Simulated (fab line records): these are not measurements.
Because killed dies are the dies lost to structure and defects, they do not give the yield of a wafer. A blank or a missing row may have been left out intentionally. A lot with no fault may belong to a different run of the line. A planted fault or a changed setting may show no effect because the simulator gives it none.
fab line records + flow nand_harc
[record]
- lots = 5
- wafers = 15
- last_day = 33
route steps=1302 shown P_CONTACT@217 END@1302
lots with no fault: from the same line, run without faults
start_h: the number of hours between the record's first day and the start of the first shown wafer of the lot + wait_h: time in hours since the lot's previous step + " unchanged from the row above + L1.1+2: a row that stands for several wafers + - no value present, or no start provided + * or withheld: withheld + < > ~ a bound
route shown NAME@n: names a module that has steps shown in the file, with the first one's number in the route + usual: the fault-free wafers' mean and standard deviation + same: alike in all rows + chamber/n: place in a boat + sites: per-site readings + _std_site: their standard deviation + _edge_site: mean of outer sites minus mean of inner sites + radius_mm: how far each site lies from the wafer's centre + mask NAME#n: copy n + behind: the tool/chamber that last shaped the wafer + hold: why the lot went on hold/how many hours it stayed there/how the hold came to an end + device: whichever transistor did not switch (one of n, p or np) + end of line: the route-end tests of the same wafers + step lacking rows: just its recipe + killed: count of dies lost to structure and defects at first sort (not the wafer's yield) + map: a wafer's dies, x killed, . not, _ none there
set.NAME: the setting as run; set.NAME@STEP: as run at that earlier step + model.NAME: the simulator's own value behind a step, which no gauge read
lots at some steps of the route; a table a step, a row a wafer
services: when a tool's chamber went out of use (start_h, in hours from the record's first day, below 0 if earlier), for how many hours, and the reason
[[steps]]
[step NHARC_P_CONTACT_DEP_30]
[recipe]
- target_thk_a = 300
- temp_c = 400
- target_thk_nm = 30
- flow_sccm = 200
- rf_w = 450
- material = SiNx
[step NHARC_P_CONTACT_DEP_00]
[recipe]
- target_thk_a = 5000
- temp_c = 400
- pressure_torr = 6.5
- rf_w = 900
- teos_flow_sccm = 161.4
- flow_sccm = 2650
- target_thk_nm = 500
- gas = O2
- material = SiO2
[usual]
- heater_power_w = 511/97
- showerhead_vpp_V = 1807/92
- throttle_valve_pct = 15.83/0.3
| lot.wafer | tool     | chamber | start_h | wait_h | heater_power_w | showerhead_vpp_V | throttle_valve_pct |
|-----------|----------|---------|---------|--------|----------------|------------------|--------------------|
| L568.2    | pecvd-04 | 1       | -       | -      | 437            | 1672             | 16.17              |
| L568.4    | "        | 1       | "       | "      | 440            | 1690             | 16.05              |
| L568.5    | "        | 2       | "       | "      | 539            | 2000             | 16.46              |
| L569.3    | pecvd-04 | 2       | -       | -      | 504            | 1966             | 16.16              |
| L569.2    | "        | 0       | "       | "      | 658            | 1864             | 15.55              |
| L569.4    | "        | 0       | "       | "      | 504            | 1863             | 15.67              |
| L578.3    | pecvd-01 | 1       | 234.92  | 0.3    | 625            | 1742             | 15.88              |
| L578.4    | "        | 0       | "       | "      | 425            | 1900             | 15.73              |
| L578.5    | "        | 0       | "       | "      | 445            | 1922             | 15.72              |
| L588.2    | pecvd-01 | 2       | -       | -      | 476            | 1784             | 16.44              |
| L588.3    | "        | 1       | "       | "      | 514            | 1737             | 15.97              |
| L588.6    | "        | 0       | "       | "      | 374            | 1872             | 15.59              |
| L589.1    | pecvd-01 | 2       | -       | -      | 436            | 1802             | 16.47              |
| L589.4    | "        | 0       | "       | "      | 428            | 1873             | 15.90              |
| L589.5    | "        | 1       | "       | "      | 580            | 1712             | 15.83              |
[step NHARC_P_CONTACT_CMP_01]
[recipe]
- target_thk_nm = 200
- material = SiO2
[usual]
- motor_current_A = 12.2/1.2
| lot.wafer | tool   | chamber | start_h | wait_h | motor_current_A |
|-----------|--------|---------|---------|--------|-----------------|
| L568.2    | cmp-03 | 3       | 140.75  | -      | 10.6            |
| L568.4    | "      | 1       | "       | "      | 12.8            |
| L568.5    | "      | 3       | "       | "      | 10.3            |
| L569.4    | cmp-01 | 1       | 151.07  | -      | 12.7            |
| L569.2    | "      | 2       | "       | "      | 14.2            |
| L569.3    | "      | 0       | "       | "      | 12.6            |
| L578.3    | cmp-04 | 0       | 235.40  | 0.4    | 11.7            |
| L578.4    | "      | 1       | "       | "      | 12.2            |
| L578.5    | "      | 1       | "       | "      | 11.2            |
| L588.2    | cmp-01 | 2       | 337.51  | -      | 13.5            |
| L588.3    | "      | 3       | "       | "      | 12.2            |
| L588.6    | "      | 1       | "       | "      | 12.6            |
| L589.4    | cmp-01 | 0       | 348.94  | -      | 13.5            |
| L589.1    | "      | 2       | "       | "      | 14.2            |
| L589.5    | "      | 0       | "       | "      | 13.2            |
[step NHARC_P_CONTACT_SRD_03]
[step NHARC_P_CONTACT_DEHYDRATE_04]
[recipe]
- temp_c = 150
- time_s = 120
[step NHARC_P_CONTACT_HMDS_05]
[recipe]
- time_s = 30
[step NHARC_P_CONTACT_COAT_33]
[recipe]
- temp_c = 260
- time_s = 75
[step NHARC_P_CONTACT_COAT_34]
[recipe]
- temp_c = 225
- time_s = 65
[step NHARC_P_CONTACT_COAT_06]
[recipe]
- spin_rpm = 1500
- resist_thk_nm = 90
[step NHARC_P_CONTACT_SOFTBAKE_07]
[recipe]
- temp_c = 105
- time_s = 55
[step NHARC_P_CONTACT_EBR_08]
[step NHARC_P_CONTACT_EXPOSE_09]
[recipe]
- na = 1.35
- target_cd_nm = 90
- dose_mj = 81.26
- mask_id = P_CA
| lot.wafer  | tool            | chamber | start_h | wait_h | mask      |
|------------|-----------------|---------|---------|--------|-----------|
| L568.2+4+5 | arfi_scanner-01 | 0       | 141.30  | -      | P_CA#0    |
| L569.2+3+4 | arfi_scanner-02 | 0       | 151.76  | -      | P_CA#0    |
| L578.3+4+5 | arfi_scanner-03 | 0       | 236.09  | -      | P_CA_R1#0 |
| L588.2+3+6 | arfi_scanner-03 | 0       | 338.05  | -      | P_CA#0    |
| L589.1+4+5 | arfi_scanner-02 | 0       | 349.61  | -      | P_CA#0    |
[step NHARC_P_CONTACT_PEB_10]
[recipe]
- peb_temp_c = 100
- peb_time_s = 65
[step NHARC_P_CONTACT_DEVELOP_11]
[recipe]
- develop_time_s = 35
- dev_temp_c = 23
[step NHARC_P_CONTACT_CD_MEAS_12]
[recipe]
- target_cd_nm = 90
- landing_energy_ev = 500
[usual]
- cd_nm = 89.7/0.69
| lot.wafer | tool      | chamber | start_h | wait_h | cd_nm |
|-----------|-----------|---------|---------|--------|-------|
| L568.2    | cd_sem-01 | 0       | 141.43  | -      | 90.7  |
| L568.4    | "         | 0       | "       | "      | 90.2  |
| L568.5    | "         | 0       | "       | "      | 89.9  |
| L569.2    | cd_sem-01 | 0       | 151.90  | -      | 89.1  |
| L569.3    | "         | 0       | "       | "      | 90.0  |
| L569.4    | "         | 0       | "       | "      | 90.2  |
| L578.3    | cd_sem-02 | 0       | 236.23  | -      | 101.1 |
| L578.4    | "         | 0       | "       | "      | 100.8 |
| L578.5    | "         | 0       | "       | "      | 100.4 |
| L588.2    | cd_sem-01 | 0       | 338.19  | -      | 89.8  |
| L588.3    | "         | 0       | "       | "      | 89.5  |
| L588.6    | "         | 0       | "       | "      | 90.6  |
| L589.1    | cd_sem-01 | 0       | 349.75  | -      | 89.4  |
| L589.4    | "         | 0       | "       | "      | 90.3  |
| L589.5    | "         | 0       | "       | "      | 89.8  |
[step NHARC_P_CONTACT_OVL_MEAS_13]
[usual]
- overlay_x_nm = -0.2/0.78
- overlay_y_nm = -0.4/0.72
| lot.wafer | tool       | chamber | start_h | wait_h | overlay_x_nm | overlay_y_nm |
|-----------|------------|---------|---------|--------|--------------|--------------|
| L568.2    | overlay-01 | -       | 141.52  | -      | -0.7         | -0.5         |
| L568.4    | "          | -       | "       | "      | -0.4         | -0.2         |
| L568.5    | "          | -       | "       | "      | -0.7         | 0.1          |
| L569.2    | overlay-01 | -       | 151.98  | -      | 1.3          | 0.1          |
| L569.3    | "          | -       | "       | "      | 1.5          | -0.2         |
| L569.4    | "          | -       | "       | "      | 1.3          | -0.3         |
| L578.3    | overlay-01 | -       | 236.32  | -      | -0.3         | -0.2         |
| L578.4    | "          | -       | "       | "      | -1.0         | -0.9         |
| L578.5    | "          | -       | "       | "      | -0.2         | -0.3         |
| L588.2    | overlay-02 | -       | 338.27  | -      | -0.5         | -0.2         |
| L588.3    | "          | -       | "       | "      | -0.4         | 0.6          |
| L588.6    | "          | -       | "       | "      | -0.5         | 0.1          |
| L589.1    | overlay-02 | -       | 349.84  | -      | 0.8          | -0.6         |
| L589.4    | "          | -       | "       | "      | 0.5          | -1.1         |
| L589.5    | "          | -       | "       | "      | 0.3          | -1.3         |
[step NHARC_P_CONTACT_INSPECT_14]
[usual]
- raw_defect_count = 3.7/2.2
| lot.wafer | tool              | chamber | start_h | wait_h | raw_defect_count |
|-----------|-------------------|---------|---------|--------|------------------|
| L568.2    | defect_inspect-01 | -       | 141.56  | 0.0    | 2                |
| L568.4    | "                 | -       | "       | "      | 3                |
| L568.5    | "                 | -       | "       | "      | 4                |
| L569.2    | defect_inspect-01 | -       | 152.02  | 0.0    | 6                |
| L569.3    | "                 | -       | "       | "      | 5                |
| L569.4    | "                 | -       | "       | "      | 2                |
| L578.3    | defect_inspect-02 | -       | 236.35  | 0.0    | 7                |
| L578.4    | "                 | -       | "       | "      | 3                |
| L578.5    | "                 | -       | "       | "      | 3                |
| L588.2    | defect_inspect-02 | -       | 338.31  | 0.0    | 4                |
| L588.3    | "                 | -       | "       | "      | 2                |
| L588.6    | "                 | -       | "       | "      | 8                |
| L589.1    | defect_inspect-02 | -       | 349.87  | 0.0    | 2                |
| L589.4    | "                 | -       | "       | "      | 2                |
| L589.5    | "                 | -       | "       | "      | 3                |
[step NHARC_P_CONTACT_DESCUM_17]
[recipe]
- time_s = 3
- o2_flow_sccm = 200
- ar_flow_sccm = 0
- bias_power_w = 0
- chemistry = O2
[usual]
- drypump_motor_current_A = 5.7/0.33
- oes_product_au = 1.000/0.015
- rf_vpp_V = 57.8/0.84
- showerhead_plenum_p_Torr = 1.93/0.081
- throttle_valve_pct = 11.310/0.0089
| lot.wafer | tool        | chamber | start_h | wait_h | drypump_motor_current_A | oes_product_au | rf_hours_counter_h | rf_vpp_V | showerhead_plenum_p_Torr | throttle_valve_pct | model.P_CONTACT.cd_nm |
|-----------|-------------|---------|---------|--------|-------------------------|----------------|--------------------|----------|--------------------------|--------------------|-----------------------|
| L568.2    | rie_diel-08 | 2       | 141.62  | 0.1    | 5.2                     | 0.998          | 2.9                | 57.2     | 2.04                     | 11.308             | 89.72                 |
| L568.4    | "           | 0       | "       | "      | 5.8                     | 0.996          | 2.9                | 57.9     | 1.92                     | 11.313             | 90.07                 |
| L568.5    | "           | 2       | "       | "      | 5.3                     | 1.003          | -                  | 57.8     | 2.04                     | 11.315             | 89.21                 |
| L569.4    | rie_diel-08 | 0       | 152.08  | 0.1    | 5.8                     | 1.015          | 3.2                | 58.9     | 1.92                     | 11.307             | 89.16                 |
| L569.3    | "           | 1       | "       | "      | 5.7                     | 1.006          | 2.8                | 58.7     | 1.97                     | 11.312             | 89.33                 |
| L569.2    | "           | 3       | "       | "      | 5.5                     | 0.979          | 3.6                | 58.2     | 1.81                     | 11.316             | 88.64                 |
| L578.3    | rie_diel-08 | 2       | 236.41  | 0.1    | 5.2                     | 0.999          | 0.8                | 58.1     | 2.04                     | 11.303             | 100.3                 |
| L578.4    | "           | 3       | "       | "      | 5.5                     | 0.990          | 0.9                | 57.4     | 1.81                     | 11.319             | 100.3                 |
| L578.5    | "           | 3       | "       | "      | 5.5                     | 0.988          | -                  | 57.8     | 1.81                     | 11.315             | 100.3                 |
| L588.2    | rie_diel-08 | 3       | 338.39  | 0.1    | 5.5                     | 1.009          | 4.7                | 55.4     | 1.81                     | 11.298             | 89.6                  |
| L588.3    | "           | 0       | "       | "      | 5.8                     | 0.990          | 5.2                | 57.2     | 1.92                     | 11.318             | 89.77                 |
| L588.6    | "           | 2       | "       | "      | 5.3                     | 1.009          | -                  | 57.0     | 2.04                     | 11.312             | 89.31                 |
| L589.1    | rie_diel-08 | 3       | 349.95  | 0.1    | 5.5                     | 1.005          | 5.2                | 58.1     | 1.81                     | 11.314             | 89.79                 |
| L589.4    | "           | 0       | "       | "      | 5.7                     | 0.986          | 5.5                | 57.3     | 1.92                     | 11.311             | 89.9                  |
| L589.5    | "           | 2       | "       | "      | 5.2                     | 1.004          | -                  | 57.6     | 2.04                     | 11.318             | 89.06                 |
[step NHARC_P_CONTACT_ETCH_35]
[recipe]
- target_depth_a = 390
- over_etch_frac = 0.3
- time_s = 65
- ion_energy_ev = 80
- cf4_flow_sccm = 150
- ar_flow_sccm = 0
- rf_w = 300
- bias_w = 100
- chemistry = CF4
[usual]
- drypump_motor_current_A = 5.7/0.33
- oes_product_au = 1.000/0.015
- rf_vpp_V = 151.3/1.2
- showerhead_plenum_p_Torr = 1.78/0.07
- throttle_valve_pct = 13.284/0.0097
| lot.wafer | tool        | chamber | start_h | wait_h | drypump_motor_current_A | oes_product_au | rf_hours_counter_h | rf_vpp_V | showerhead_plenum_p_Torr | throttle_valve_pct |
|-----------|-------------|---------|---------|--------|-------------------------|----------------|--------------------|----------|--------------------------|--------------------|
| L568.2    | rie_diel-08 | 0       | 141.70  | 0.1    | 5.8                     | 1.005          | 2.9                | 150.7    | 1.77                     | 13.303             |
| L568.4    | "           | 3       | "       | "      | 5.5                     | 0.992          | 3.1                | 149.9    | 1.68                     | 13.292             |
| L568.5    | "           | 0       | "       | "      | 5.8                     | 1.009          | -                  | 151.6    | 1.77                     | 13.282             |
| L569.3    | rie_diel-08 | 3       | 152.17  | 0.1    | 5.5                     | 0.980          | 3.6                | 150.2    | 1.68                     | 13.286             |
| L569.4    | "           | 0       | "       | "      | 5.7                     | 0.999          | 3.3                | 152.2    | 1.77                     | 13.287             |
| L569.2    | "           | 1       | "       | "      | 5.7                     | 0.988          | 2.8                | 152.1    | 1.82                     | 13.274             |
| L578.3    | rie_diel-08 | 3       | 236.50  | 0.1    | 5.5                     | 0.997          | 1.0                | 150.7    | 1.68                     | 13.265             |
| L578.4    | "           | 1       | "       | "      | 5.7                     | 0.987          | 0.8                | 151.2    | 1.82                     | 13.278             |
| L578.5    | "           | 0       | "       | "      | 5.8                     | 0.993          | -                  | 151.8    | 1.77                     | 13.283             |
| L588.2    | rie_diel-08 | 2       | 338.45  | 0.1    | 5.2                     | 1.001          | 4.3                | 152.0    | 1.88                     | 13.283             |
| L588.3    | "           | 1       | "       | "      | 5.7                     | 0.990          | 4.1                | 153.5    | 1.82                     | 13.282             |
| L588.6    | "           | 2       | "       | "      | 5.2                     | 1.011          | -                  | 153.0    | 1.88                     | 13.300             |
| L589.4    | rie_diel-08 | 1       | 350.03  | 0.1    | 5.7                     | 1.001          | 4.5                | 151.5    | 1.82                     | 13.275             |
| L589.1    | "           | 2       | "       | "      | 5.3                     | 1.007          | 4.9                | 154.1    | 1.88                     | 13.276             |
| L589.5    | "           | 0       | "       | "      | 5.8                     | 0.980          | -                  | 149.3    | 1.77                     | 13.283             |
[step NHARC_P_CONTACT_ETCH_36]
[recipe]
- target_depth_a = 2600
- over_etch_frac = 0.25
- time_s = 406.25
- ion_energy_ev = 200
- n2_flow_sccm = 150
- h2_flow_sccm = 150
- ar_flow_sccm = 0
- rf_w = 400
- bias_w = 150
- chemistry = N2/H2
[usual]
- drypump_motor_current_A = 5.7/0.33
- n2_flow_sccm = 150.0/0.42
- oes_product_au = 1.000/0.016
- rf_vpp_V = 430.8/2.7
- showerhead_plenum_p_Torr = 2.05/0.093
- throttle_valve_pct = 14.172/0.0081
| lot.wafer | tool        | chamber | start_h | wait_h | drypump_motor_current_A | n2_flow_sccm | oes_product_au | rf_hours_counter_h | rf_vpp_V | showerhead_plenum_p_Torr | throttle_valve_pct |
|-----------|-------------|---------|---------|--------|-------------------------|--------------|----------------|--------------------|----------|--------------------------|--------------------|
| L568.4    | rie_diel-08 | 2       | -       | -      | 5.3                     | 149.8        | 0.995          | 3.0                | 434.0    | 2.18                     | 14.172             |
| L568.2    | "           | 1       | "       | "      | 5.7                     | 149.2        | 0.984          | 2.5                | 432.4    | 2.10                     | 14.173             |
| L568.5    | "           | 3       | "       | "      | 5.5                     | 150.3        | 0.983          | -                  | 426.5    | 1.93                     | 14.175             |
| L569.3    | rie_diel-08 | 2       | -       | -      | 5.2                     | 149.7        | 1.008          | 3.5                | 434.4    | 2.18                     | 14.163             |
| L569.4    | "           | 3       | "       | "      | 5.5                     | 149.3        | 0.991          | 3.7                | 426.3    | 1.93                     | 14.176             |
| L569.2    | "           | 1       | "       | "      | 5.7                     | 150.0        | 0.987          | 2.9                | 432.1    | 2.10                     | 14.162             |
| L578.4    | rie_diel-08 | 1       | -       | -      | 5.7                     | 149.9        | 0.986          | 0.9                | 433.0    | 2.10                     | 14.177             |
| L578.3    | "           | 2       | "       | "      | 5.3                     | 150.2        | 1.000          | 0.9                | 433.7    | 2.18                     | 14.186             |
| L578.5    | "           | 0       | "       | "      | 5.7                     | 150.2        | 0.987          | -                  | 431.4    | 2.04                     | 14.189             |
| L588.2    | rie_diel-08 | 2       | -       | -      | 5.2                     | 150.3        | 1.013          | 4.4                | 433.8    | 2.18                     | 14.166             |
| L588.3    | "           | 0       | "       | "      | 5.8                     | 150.2        | 0.991          | 5.3                | 429.1    | 2.04                     | 14.173             |
| L588.6    | "           | 2       | "       | "      | 5.3                     | 149.6        | 1.017          | -                  | 433.9    | 2.18                     | 14.162             |
| L589.4    | rie_diel-08 | 0       | -       | -      | 5.8                     | 150.2        | 0.993          | 5.6                | 430.9    | 2.04                     | 14.160             |
| L589.1    | "           | 1       | "       | "      | 5.7                     | 150.2        | 0.984          | 4.6                | 432.1    | 2.10                     | 14.178             |
| L589.5    | "           | 3       | "       | "      | 5.5                     | 151.0        | 1.009          | -                  | 427.9    | 1.93                     | 14.157             |
[step NHARC_P_CONTACT_ETCH_18]
[recipe]
- target_depth_a = 4810
- time_s = 240.5
- c4f8_flow_sccm = 20
- o2_flow_sccm = 10
- ar_flow_sccm = withheld
- rf_w = 600
- bias_w = 1500
- chemistry = C4F8/O2/Ar
[usual]
- oes_product_au = 0.964/0.019
- rf_vpp_V = 979/5.6
| lot.wafer | tool        | chamber | start_h | wait_h | oes_product_au | rf_hours_counter_h | rf_vpp_V |
|-----------|-------------|---------|---------|--------|----------------|--------------------|----------|
| L568.2    | rie_diel-08 | 3       | -       | -      | 0.958          | 3.4                | 970      |
| L568.4    | "           | 0       | "       | "      | 0.976          | 3.1                | 978      |
| L568.5    | "           | 1       | "       | "      | 0.974          | -                  | 981      |
| L569.2    | rie_diel-08 | 1       | -       | -      | 0.959          | 3.0                | 983      |
| L569.4    | "           | 2       | "       | "      | 0.965          | 3.7                | 987      |
| L569.3    | "           | 3       | "       | "      | 0.953          | 3.9                | 972      |
| L578.3    | rie_diel-08 | 2       | -       | -      | 0.972          | 1.0                | 986      |
| L578.4    | "           | 3       | "       | "      | 0.962          | 1.3                | 973      |
| L578.5    | "           | 1       | "       | "      | 0.971          | -                  | 982      |
| L588.2    | rie_diel-08 | 1       | -       | -      | 0.955          | 4.3                | 983      |
| L588.3    | "           | 2       | "       | "      | 0.978          | 4.6                | 988      |
| L588.6    | "           | 2       | "       | "      | 0.982          | -                  | 987      |
| L589.4    | rie_diel-08 | 1       | -       | -      | 0.957          | 4.6                | 982      |
| L589.1    | "           | 3       | "       | "      | 0.983          | 5.5                | 970      |
| L589.5    | "           | 1       | "       | "      | 0.943          | -                  | 982      |
[step NHARC_P_CONTACT_STRIP_37]
[recipe]
- c4f8_flow_sccm = withheld
- o2_flow_sccm = 8
- ar_flow_sccm = withheld
- bias_w = 0
- chemistry = C4F8/O2/Ar
[step NHARC_P_CONTACT_ETCH_31]
[recipe]
- target_depth_a = 300
- time_s = 85.7
- ion_energy_ev = 120
- over_etch_frac = 1
- ch3f_flow_sccm = 50
- o2_flow_sccm = 30
- ar_flow_sccm = 200
- rf_w = 500
- bias_w = 100
- chemistry = CH3F/O2
[usual]
- drypump_motor_current_A = 5.7/0.33
- oes_product_au = 0.982/0.017
- rf_vpp_V = 244.6/1.7
- showerhead_plenum_p_Torr = 2.48/0.1
- throttle_valve_pct = 20.664/0.0088
| lot.wafer | tool        | chamber | start_h | wait_h | drypump_motor_current_A | oes_product_au | rf_hours_counter_h | rf_vpp_V | showerhead_plenum_p_Torr | throttle_valve_pct | model.P_CONTACT.cd_nm |
|-----------|-------------|---------|---------|--------|-------------------------|----------------|--------------------|----------|--------------------------|--------------------|-----------------------|
| L568.2    | rie_diel-08 | 1       | -       | -      | 5.7                     | 0.994          | 2.7                | 244.9    | 2.53                     | 20.659             | 90.03                 |
| L568.4    | "           | 3       | "       | "      | 5.5                     | 0.956          | 3.5                | 241.6    | 2.33                     | 20.664             | 89.95                 |
| L568.5    | "           | 0       | "       | "      | 5.8                     | 0.994          | -                  | 244.8    | 2.47                     | 20.657             | 88.59                 |
| L569.2    | rie_diel-08 | 2       | -       | -      | 5.3                     | 0.990          | 3.8                | 246.7    | 2.62                     | 20.661             | 91.23                 |
| L569.4    | "           | 3       | "       | "      | 5.5                     | 0.964          | 3.9                | 242.3    | 2.33                     | 20.669             | 88.86                 |
| L569.3    | "           | 0       | "       | "      | 5.8                     | 0.970          | 3.5                | 245.4    | 2.46                     | 20.657             | 88.94                 |
| L578.4    | rie_diel-08 | 0       | -       | -      | 5.8                     | 0.973          | 1.4                | 244.5    | 2.46                     | 20.670             | 102.6                 |
| L578.3    | "           | 1       | "       | "      | 5.7                     | 0.988          | 1.1                | 245.6    | 2.53                     | 20.660             | 100.4                 |
| L578.5    | "           | 3       | "       | "      | 5.5                     | 0.971          | -                  | 241.7    | 2.33                     | 20.662             | 102.3                 |
| L588.2    | rie_diel-08 | 3       | -       | -      | 5.5                     | 0.991          | 5.1                | 241.9    | 2.33                     | 20.660             | 89.59                 |
| L588.3    | "           | 0       | "       | "      | 5.8                     | 0.963          | 5.5                | 243.5    | 2.46                     | 20.645             | 90.49                 |
| L588.6    | "           | 3       | "       | "      | 5.5                     | 0.995          | -                  | 242.9    | 2.33                     | 20.670             | 88.4                  |
| L589.1    | rie_diel-08 | 1       | -       | -      | 5.7                     | 0.984          | 4.8                | 246.5    | 2.53                     | 20.663             | 90.32                 |
| L589.4    | "           | 0       | "       | "      | 5.8                     | 0.983          | 5.8                | 244.2    | 2.46                     | 20.672             | 91.16                 |
| L589.5    | "           | 2       | "       | "      | 5.3                     | 0.988          | -                  | 246.5    | 2.61                     | 20.662             | 85.73                 |
[step NHARC_P_CONTACT_CD_MEAS_19]
[usual]
- cd_nm = 88.9/2.1
| lot.wafer | tool      | chamber | start_h | wait_h | cd_nm |
|-----------|-----------|---------|---------|--------|-------|
| L568.2    | cd_sem-03 | -       | 142.49  | -      | 89.8  |
| L568.4    | "         | -       | "       | "      | 89.9  |
| L568.5    | "         | -       | "       | "      | 88.7  |
| L569.2    | cd_sem-01 | -       | 152.96  | -      | 91.5  |
| L569.3    | "         | -       | "       | "      | 88.8  |
| L569.4    | "         | -       | "       | "      | 88.8  |
| L578.3    | cd_sem-03 | -       | 237.29  | -      | 100.7 |
| L578.4    | "         | -       | "       | "      | 102.4 |
| L578.5    | "         | -       | "       | "      | 102.4 |
| L588.2    | cd_sem-02 | -       | 339.25  | -      | 89.5  |
| L588.3    | "         | -       | "       | "      | 90.4  |
| L588.6    | "         | -       | "       | "      | 88.3  |
| L589.1    | cd_sem-02 | -       | 350.81  | -      | 90.4  |
| L589.4    | "         | -       | "       | "      | 91.4  |
| L589.5    | "         | -       | "       | "      | 85.8  |
[step NHARC_END_SORT_01]
[recipe]
- temp_c = 25
[usual]
- killed_at_array = 52/18
- killed_at_other = 1.0/1.4
- killed_at_periphery = 3.1/2.3
- killed_dies = 56/17
- killed_open = 3.0/1.7
- killed_short = 2.5/1.7
[same]
- gross_dies = 677
| lot.wafer | tool      | chamber | start_h | wait_h | killed_at_array | killed_at_other | killed_at_periphery | killed_dies | killed_open | killed_short |
|-----------|-----------|---------|---------|--------|-----------------|-----------------|---------------------|-------------|-------------|--------------|
| L578.3    | prober-02 | 0       | 686.36  | 3.1    | 33              | 1               | 15                  | 49          | 1           | 1            |
| L578.4    | prober-02 | 0       | 687.15  | 3.4    | 44              | 1               | 21                  | 66          | 4           | 6            |
| L578.5    | prober-02 | 0       | 687.95  | 3.7    | 31              | 3               | 22                  | 56          | 3           | 3            |
// killed by level:class
L578.3 A_CHANNEL_HOLE_D2:chamber_film_flake=17 P_CONTACT:area_expose=14 A_CHANNEL_HOLE_D1:chamber_film_flake=4 A_CONTACT:chamber_film_flake=4 A_STAIRCASE:chamber_film_flake=2 A_WL_FILL:chamber_film_flake=2 A_CHANNEL_FILL_D1:geometric_particle:open=1 A_CHANNEL_FILL_D2:geometric_particle:short=1
L578.4 P_CONTACT:area_expose=20 A_CHANNEL_HOLE_D2:chamber_film_flake=16 A_CHANNEL_HOLE_D1:chamber_film_flake=5 A_CHANNEL_FILL_D1:geometric_particle:open=3 A_CHANNEL_FILL_D1:geometric_particle:short=3 A_CONTACT:chamber_film_flake=3 A_SLIT:chamber_film_flake=3 A_WL_FILL:chamber_film_flake=3
L578.5 P_CONTACT:area_expose=21 A_CHANNEL_HOLE_D2:chamber_film_flake=15 A_CHANNEL_HOLE_D1:chamber_film_flake=5 THIN_TSV:chamber_film_flake=3 A_CHANNEL_FILL_D1:geometric_particle:open=2 A_SLIT:chamber_film_flake=2 A_WL_FILL:chamber_film_flake=2 A_DECK1_JOINT:geometric_particle:short=1
// map L578.4 (x killed, . not)
____________.____________
_________......._________
_______..........._______
______.............______
_____.............xx_____
____.................____
____.................____
___x........x..x......___
___...................___
__.....................__
__.............x.......__
_..............x........_
_......................._
_......................._
_.........x............._
_......................._
x......................x.
x......................x.
..........x..............
x......................x.
.........................
_.x...................x._
_.x....................x_
_x......x..............._
_......x...x............_
_x....x...............x._
__........x......x.....__
__....x................__
___x......x.x...x.....___
___.x...x..xx.x....xx.___
____...x.xxxx........____
____xxx..x.x......xx.____
_____x....x.x......._____
______xxxxxxx...x..______
_______......x...._______
_________..xx..._________
____________.____________
// map L588.2 (x killed, . not)
____________.____________
_________......._________
_______..........._______
______.........x...______
_____...........x..._____
____..........x......____
____.................____
___...................___
___...................___
__.....................__
__.....................__
_............xx........._
_.............x........._
_......................._
_......................._
_.......x..............._
....x....................
.........................
................x........
......................x..
............x..........x.
_......................._
_................x......_
_......x........x......._
_.........x............._
_....x.................._
__.......x.............__
__.x....x.xx.x....x....__
___.......x.....x.....___
___.......xx.....x....___
____.x.x..xx.xx.xx...____
____........x.x.xxx..____
_____xx..x.xxxxxx.x._____
______....x..xxxxxx______
_______.....x...x._______
_________..x..x._________
____________.____________
[[services]]
| tool            | chamber | start_h | hours | kind   |
|-----------------|---------|---------|-------|--------|
| rie_diel-08     | 0       | 120.31  | 3.4   | repair |
| arfi_scanner-03 | -       | 122.52  | 0.5   | repair |
| cmp-01          | -       | 122.60  | 25.9  | repair |
| pecvd-01        | -       | 130.00  | 13.0  | pm     |
| arfi_scanner-03 | -       | 134.79  | 0.2   | repair |
| arfi_scanner-02 | -       | 140.00  | 4.0   | pm     |
| arfi_scanner-02 | -       | 172.34  | 0.5   | repair |
| arfi_scanner-02 | -       | 184.10  | 0.6   | repair |
| cmp-01          | -       | 185.59  | 4.0   | pm     |
| rie_diel-08     | 3       | 190.51  | 7.5   | repair |
| rie_diel-08     | -       | 190.80  | 9.0   | pm     |
| arfi_scanner-02 | -       | 192.11  | 0.3   | repair |
| arfi_scanner-03 | -       | 198.45  | 4.0   | pm     |
| pecvd-01        | 2       | 232.66  | 9.9   | repair |
| rie_diel-08     | 1       | 240.20  | 20.7  | repair |
| rie_diel-08     | 3       | 241.24  | 7.3   | repair |
| cmp-01          | -       | 263.99  | 4.4   | repair |
| pecvd-04        | -       | 269.15  | 13.0  | pm     |
| arfi_scanner-03 | -       | 277.78  | 0.3   | repair |
| cmp-01          | -       | 283.59  | 4.0   | pm     |
| arfi_scanner-02 | -       | 287.15  | 0.8   | repair |
| rie_diel-08     | 2       | 292.48  | 4.4   | repair |
| pecvd-01        | -       | 311.00  | 13.0  | pm     |
| rie_diel-08     | -       | 346.28  | 3.4   | repair |
[[key]]
[first_sign]
- step = NHARC_P_CONTACT_EXPOSE_09
- reading = mask
- direction = changed
[effect]
- step = NHARC_P_CONTACT_CD_MEAS_12
- reading = cd_nm
- direction = up
- sigmas = 16
- usual = 89.7
- struck = 100.8
[effect]
- step = NHARC_P_CONTACT_CD_MEAS_19
- reading = cd_nm
- direction = up
- sigmas = 6.1
- usual = 88.9
- struck = 101.8
[effect]
- step = NHARC_END_SORT_01
- reading = killed_at_periphery
- direction = up
- sigmas = 6.9
- usual = 3.1
- struck = 19.3
[model_effect]
- step = NHARC_P_CONTACT_DESCUM_17
- value = P_CONTACT.cd_nm
- without = 89.68
- struck = 100.3
[model_effect]
- step = NHARC_P_CONTACT_ETCH_31
- value = P_CONTACT.cd_nm
- without = 91.16
- struck = 101.7
met_at NHARC_P_CONTACT_EXPOSE_09
struck_wafers L578.3,L578.4,L578.5
tester_left_out L578
[fault]
- kind = wrong_mask
- tool = any
- chamber = -
- onset_h = 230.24
- steps = NHARC_P_CONTACT_EXPOSE_09
- aux_copy = P_CA_R1#0
- cd_offset_nm = 10.586
- scope = struck_lots_only
// tester_left_out: of these lots the tester's yield and bins aren't shown, on N5 and GAA mostly nor the transistor test; their killed dies are dies lost to structure and defects alone, not to doping, threshold or leakage, so they don't give the yield
